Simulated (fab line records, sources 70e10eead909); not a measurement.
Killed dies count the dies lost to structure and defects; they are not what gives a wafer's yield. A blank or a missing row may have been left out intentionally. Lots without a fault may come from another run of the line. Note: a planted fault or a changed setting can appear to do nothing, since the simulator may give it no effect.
Which tool was responsible?    flow nandHarc    14 lots, 42 wafers sampled, at 4 steps of a route of 1302

## WHAT THE GAUGES READ, wafer by wafer
No reading from a measuring or inspecting step in the record can be judged against a usual standard deviation.

## TOOL THAT RAN EACH LOT (tool first, then ch and the chambers of the sampled wafers, then the start)
lot   NHARC_A_M0_PVD_20                       NHARC_A_M0_ANNEAL_30             NHARC_A_M1_DEVELOP_08             NHARC_A_M1_DESCUM_14
L441  pvdSputter-01, day 22 19:26 or earlier  rtpAnneal-01 ch 0, day 22 19:26  lithoTrack-01 ch 0, day 22 21:00  rieDiel-01 ch 1,2, day 22 21:50
L444  pvdSputter-01, day 23 17:38 or earlier  rtpAnneal-02 ch 0, day 23 17:38  lithoTrack-04 ch 0, day 23 20:00  rieDiel-01 ch 0,3, day 23 20:25
L446  pvdSputter-03, day 24 08:50 or earlier  rtpAnneal-02 ch 0, day 24 08:50  lithoTrack-06 ch 0, day 24 10:00  rieDiel-02 ch 0,2, day 24 11:11
L447  pvdSputter-03, day 24 22:15 or earlier  rtpAnneal-02 ch 0, day 24 22:15  lithoTrack-01 ch 0, day 25 00:00  rieDiel-01 ch 0,2,3, day 25 00:39
L450  pvdSputter-01, day 26 20:57 or earlier  rtpAnneal-02 ch 0, day 26 20:57  lithoTrack-04 ch 0, day 26 22:00  rieDiel-02 ch 0,1,3, day 26 23:11
L456  pvdSputter-02, day 28 22:39 or earlier  rtpAnneal-01 ch 0, day 28 22:39  lithoTrack-06, day 29 00:00       rieDiel-01 ch 0,2,3, day 29 00:55
L455  pvdSputter-03, day 29 01:24 or earlier  rtpAnneal-02 ch 0, day 29 01:24  lithoTrack-01, day 29 03:00       rieDiel-02 ch 2,3, day 29 03:40
L458  pvdSputter-03, day 30 09:39 or earlier  rtpAnneal-01 ch 0, day 30 09:39  lithoTrack-04 ch 0, day 30 11:00  rieDiel-01 ch 0,1,2, day 30 12:03
L459  pvdSputter-02, day 30 17:27 or earlier  rtpAnneal-01 ch 0, day 30 17:27  lithoTrack-06 ch 0, day 30 19:00  rieDiel-02 ch 2,3, day 30 19:40
L462  pvdSputter-02, day 31 00:17 or earlier  rtpAnneal-02 ch 0, day 31 00:17  lithoTrack-06 ch 0, day 31 02:00  rieDiel-01 ch 2,3, day 31 02:40
L461  pvdSputter-02, day 31 02:08 or earlier  rtpAnneal-01 ch 0, day 31 02:08  lithoTrack-04 ch 0, day 31 04:00  rieDiel-02 ch 1,2,3, day 31 04:22
L463  pvdSputter-02, day 31 15:10 or earlier  rtpAnneal-02 ch 0, day 31 15:10  lithoTrack-04 ch 0, day 31 17:00  rieDiel-02 ch 0,1,2, day 31 17:27
L460  pvdSputter-03, day 31 16:45 or earlier  rtpAnneal-02 ch 0, day 31 16:45  lithoTrack-04 ch 0, day 31 19:00  rieDiel-02 ch 0,2,3, day 31 19:34
L464  pvdSputter-02, day 32 06:02 or earlier  rtpAnneal-01 ch 0, day 32 06:02  lithoTrack-06 ch 0, day 32 08:00  rieDiel-01 ch 0,1, day 32 08:27
- NHARC_A_M0_PVD_20: deposits TaN, target thk 5 nm, time 8.06 s.
- NHARC_A_M0_ANNEAL_30: time 90 s.
- NHARC_A_M1_DEVELOP_08: develop time 35 s.
- NHARC_A_M1_DESCUM_14: chemistry O2, time 3 s.

## WHAT THE TOOLS THEMSELVES READ (means of the sampled wafers that have a number; where no wafer has one, the mark that the record gives instead)
NHARC_A_M0_PVD_20. Usual: biasV 168.5 V, standard deviation 1.6; substrateTempC 50.00 C, standard deviation 0.12; throttleValvePct 30.2 %, standard deviation 0.7.
lot   tool           biasV (V)  substrateTempC (C)  throttleValvePct (%)  flag
L441  pvdSputter-01  169.0      50.13               30.8                  
L444  pvdSputter-01  167.4      50.04               31.2                  
L446  pvdSputter-03  169.8      50.05               30.3                  
L447  pvdSputter-03  169.0      49.99               30.8                  
L450  pvdSputter-01  166.6      50.03               31.0                  
L456  pvdSputter-02  169.1      49.97               30.0                  
L455  pvdSputter-03  169.3      50.00               30.1                  
L458  pvdSputter-03  169.1      49.99               30.3                  
L459  pvdSputter-02  167.4      49.97               29.9                  
L462  pvdSputter-02  168.4      50.03               29.9                  
L461  pvdSputter-02  167.0      49.96               29.7                  
L463  pvdSputter-02  168.3      49.87               29.7                  
L460  pvdSputter-03  168.6      50.00               30.3                  
L464  pvdSputter-02  168.6      50.05               29.8                  

NHARC_A_M0_ANNEAL_30. Usual: wafer_temp_C_max reads 226.02 (standard deviation 0.22).
lot   tool          wafer_temp_C_max  flag
L441  rtpAnneal-01  226.03            
L444  rtpAnneal-02  226.00            
L446  rtpAnneal-02  226.10            
L447  rtpAnneal-02  225.98            
L450  rtpAnneal-02  226.25            
L456  rtpAnneal-01  226.07            
L455  rtpAnneal-02  225.97            
L458  rtpAnneal-01  225.97            
L459  rtpAnneal-01  225.96            
L462  rtpAnneal-02  225.76            
L461  rtpAnneal-01  226.06            
L463  rtpAnneal-02  225.86            
L460  rtpAnneal-02  226.14            
L464  rtpAnneal-01  226.17            

NHARC_A_M1_DEVELOP_08. Usual: chillPlateTempC reads 23.01 C (standard deviation 0.1).
lot   tool           chillPlateTempC (C)  flag
L441  lithoTrack-01  23.01                
L444  lithoTrack-04  23.10                
L446  lithoTrack-06  23.03                
L447  lithoTrack-01  22.89                
L450  lithoTrack-04  22.95                
L456  lithoTrack-06  -                    OFF
L455  lithoTrack-01  -                    OFF
L458  lithoTrack-04  23.04                
L459  lithoTrack-06  22.96                
L462  lithoTrack-06  22.95                
L461  lithoTrack-04  23.04                
L463  lithoTrack-04  23.11                
L460  lithoTrack-04  22.96                
L464  lithoTrack-06  22.91                

NHARC_A_M1_DESCUM_14. Usual: drypumpMotorCurrentA 5.9 A, standard deviation 0.49; oesProductAu 1.003 a.u., standard deviation 0.008; rfVppV 57.8 V, standard deviation 0.8; showerheadPlenumPTorr 1.92 Torr, standard deviation 0.065; throttleValvePct 11.310 %, standard deviation 0.0091.
lot   tool        drypumpMotorCurrentA (A)  oesProductAu (a.u.)  rfVppV (V)  showerheadPlenumPTorr (Torr)  throttleValvePct (%)  flag
L441  rieDiel-01  6.0                       1.001                57.1        1.87                          11.317                
L444  rieDiel-01  6.1                       0.993                57.4        1.98                          11.319                
L446  rieDiel-02  5.4                       1.009                57.5        1.90                          11.313                
L447  rieDiel-01  5.8                       1.000                57.4        1.94                          11.312                
L450  rieDiel-02  6.1                       1.007                57.3        1.93                          11.306                
L456  rieDiel-01  5.9                       1.007                57.5        1.94                          11.314                
L455  rieDiel-02  5.5                       1.009                58.4        1.97                          11.295                
L458  rieDiel-01  5.7                       1.000                57.8        1.88                          11.314                
L459  rieDiel-02  5.3                       1.007                58.0        1.92                          11.311                
L462  rieDiel-01  6.1                       0.995                57.8        1.95                          11.320                
L461  rieDiel-02  5.8                       1.001                57.8        1.91                          11.311                
L463  rieDiel-02  5.9                       0.997                57.5        1.88                          11.300                
L460  rieDiel-02  5.6                       1.004                57.6        1.94                          11.314                
L464  rieDiel-01  5.8                       1.002                56.6        1.86                          11.307                

## THE ANSWER, worked out from the rows above alone
Rule: a lot counts as off when the mean over its wafers that have a number is more than 3 standard deviations away from the usual mean. A lot without any number at a reading at which 4 lots or more have one is off too. Where the step has rows for the other lots, those lots are counted as sound. Order of review: gauges by route order, followed by the tools' own readings, for which a lot's mean as printed above is used. At the first step where some lot is off, the reading lying furthest off is the one used; lots without a number count as furthest.
Off: L456, L455, at NHARC_A_M1_DEVELOP_08 (chillPlateTempC). Without a number there: L456, L455.
A tool fits if, at that step or a process step before it, it ran every lot that is off, and no sound lot after the first of them. NHARC_A_M0_PVD_20 gives no start for some lots, so the hours and the order of its lots are those of NHARC_A_M0_ANNEAL_30. None of those tried fits.

## WHAT THE SIMULATOR HAD PUT IN
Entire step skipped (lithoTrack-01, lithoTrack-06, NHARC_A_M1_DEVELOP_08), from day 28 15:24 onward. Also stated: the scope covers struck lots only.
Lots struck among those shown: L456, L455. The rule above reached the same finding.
